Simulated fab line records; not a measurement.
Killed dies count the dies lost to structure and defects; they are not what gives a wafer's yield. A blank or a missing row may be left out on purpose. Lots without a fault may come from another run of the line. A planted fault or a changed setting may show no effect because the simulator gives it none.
Chamber matching | flow n5 finfet | N5_BEOL_M12_DESCUM_15 on rie diel-02 has 4 sister chambers
The step chemistry O2, time 7.9 s. 8 wafers are shown with their chamber, then 8 later ones without.

== WAFERS WITH THEIR CHAMBER ==
wafer  | chamber | showerhead plenum p Torr (Torr) | oes product au (a.u.)
L823.1 | 0       | 2.21                            | 0.82
L826.4 | 1       | 2.19                            | 0.78
L825.2 | 0       | 2.21                            | 0.81
L825.5 | 2       | 2.04                            | 0.93
L834.1 | 3       | 2.15                            | 0.69
L834.5 | 2       | 2.04                            | 0.88
L834.6 | 1       | 2.18                            | 0.75
L836.1 | 3       | 2.15                            | 0.69

== WAFERS WITHOUT THEIR CHAMBER ==
wafer  | showerhead plenum p Torr (Torr) | oes product au (a.u.)
L836.2 | 2.18                            | 0.75
L836.5 | 2.18                            | 0.75
L842.2 | 2.18                            | 0.75
L842.5 | 2.18                            | 0.75
L842.6 | 2.19                            | 0.78
L844.2 | 2.19                            | 0.75
L844.4 | 2.19                            | 0.75
L844.6 | 2.03                            | 0.83

== CHAMBER TAKEN BY EACH ==
wafer  | from the rows above | in truth
L836.2 | 1                   | 1
L836.5 | 1                   | 1
L842.2 | 1                   | 1
L842.5 | 1                   | 1
L842.6 | 1                   | 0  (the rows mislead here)
L844.2 | 1                   | 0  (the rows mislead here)
L844.4 | 1                   | 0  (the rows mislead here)
L844.6 | 2                   | 2
Correctly placed: 5 of 8. Number that these rows cannot place: 0. Placed wrongly: 3.
How it was worked out, from the rows above alone: a wafer's distance from a chamber is the root of the sum, over the readings, of the square of ((its reading less the chamber's mean) divided by the reading's scatter). If the next closest chamber is less than 2 further off than the closest, the wafer can't be placed; otherwise it belongs to the closest. A chamber's mean is the mean of its shown wafers. How the scatter is found: for the shown wafers, subtract from each reading the mean of its chamber, square and add these, divide the total by (wafers less chambers), then take the root.
